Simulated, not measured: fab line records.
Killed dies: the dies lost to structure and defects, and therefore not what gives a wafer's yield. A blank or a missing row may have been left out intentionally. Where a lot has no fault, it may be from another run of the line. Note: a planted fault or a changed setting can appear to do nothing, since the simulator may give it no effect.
The tool behind it: which one?    flow nand-harc    7 lots, 21 wafers sampled, at 4 steps of a route of 1159

== WHAT THE GAUGES READ, wafer by wafer ==
NHARC_P_M0_CD_MEAS_09: the cd target is 90 nm.
lot   measured      on         cd-nm (nm)
L244  day 6 00:54   cd-sem-01  90.7 89.8 89.0
L245  day 6 16:35   cd-sem-01  90.0 90.8 90.4
L249  day 7 11:04   cd-sem-02  89.0 89.1 90.0
L252  day 8 08:17   cd-sem-02  89.9 90.1 89.7
L258  day 9 15:13   cd-sem-03  50.8 50.9 50.0
L261  day 10 02:29  cd-sem-02  60.5 61.1 60.9
L264  day 11 04:26  cd-sem-03  90.5 89.6 89.9

== WHICH TOOL RAN EACH LOT (tool, then ch and the chambers of the sampled wafers, then the start) ==
lot   NHARC_P_CONTACT_ETCH_36                        NHARC_P_CONTACT_STRIP_28           NHARC_P_M0_EXPOSE_06
L244  rie-diel-02 ch 0,1,2, day 5 17:39 or earlier   rie-diel-10 ch 0,1,3, day 5 17:39  arfi-scanner-02 ch 0, day 6 00:46
L245  rie-diel-10 ch 0,2, day 6 13:35 or earlier     rie-diel-10 ch 0,1, day 6 13:35    arfi-scanner-03 ch 0, day 6 16:26
L249  rie-diel-10 ch 0,1,3, day 7 07:52 or earlier   rie-diel-10 ch 2,3, day 7 07:52    arfi-scanner-03 ch 0, day 7 10:56
L252  rie-diel-02 ch 0,2,3, day 8 05:10 or earlier   rie-diel-02 ch 0,1,2, day 8 05:10  arfi-scanner-01 ch 0, day 8 08:09
L258  rie-diel-04 ch 1,3, day 9 05:50 or earlier     rie-diel-10 ch 0,2,3, day 9 05:50  arfi-scanner-02 ch 0, day 9 15:05
L261  rie-diel-10 ch 2,3, day 9 22:03 or earlier     rie-diel-02 ch 1,2, day 9 22:03    arfi-scanner-02 ch 0, day 10 02:21
L264  rie-diel-04 ch 0,2,3, day 11 01:22 or earlier  rie-diel-10 ch 0,2, day 11 01:22   arfi-scanner-01 ch 0, day 11 04:18
- NHARC_P_CONTACT_ETCH_36: etches the open film in N2/H2, target depth 260 nm, time 406.25 s.
- NHARC_P_CONTACT_STRIP_28: strips in O2.
- NHARC_P_M0_EXPOSE_06: exposes mask P M0, target cd 90 nm.

== THE ANSWER, worked out from the rows above alone ==
Rule: the usual values come from the lots themselves. The widest of any qualifying gaps counts: lots, ordered by their means at a reading, are off when they make up no more than a third of the lots, leave a main group of 4 or more, and stand apart from it by 3 or more times the standard deviation of that group's means. If all means in a main group match to the digits the tables above print for the reading, that group is not used. Also off: a lot with no number at a reading for which 4 or more lots have one. All remaining lots with rows at the step are treated as sound.
Off, at NHARC_P_M0_CD_MEAS_09 on cd-nm: L258, L261. The main group: mean 89.9 nm, standard deviation 0.33.
A tool fits if, at a process step before that reading, it ran every lot that is off, and no sound lot after the first of them. Those tools and the gauges at NHARC_P_M0_CD_MEAS_09 are tried in the same way. NHARC_P_CONTACT_ETCH_36: start missing for some lots; hours and lot order therefore follow NHARC_P_CONTACT_STRIP_28. One fits: arfi-scanner-02 at NHARC_P_M0_EXPOSE_06. Its last sound lot is L244 (day 6 00:46), its first lot that is off L258 (day 9 15:05): a fault that began between those two fits.

== WHAT THE SIMULATOR HAD PUT IN ==
Process parameter drift: arfi-scanner-02, from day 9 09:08 on, at NHARC_P_M0_EXPOSE_06. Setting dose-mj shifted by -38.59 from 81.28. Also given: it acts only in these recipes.
Struck lots among those shown: L258, L261. The same result came from the rule above.
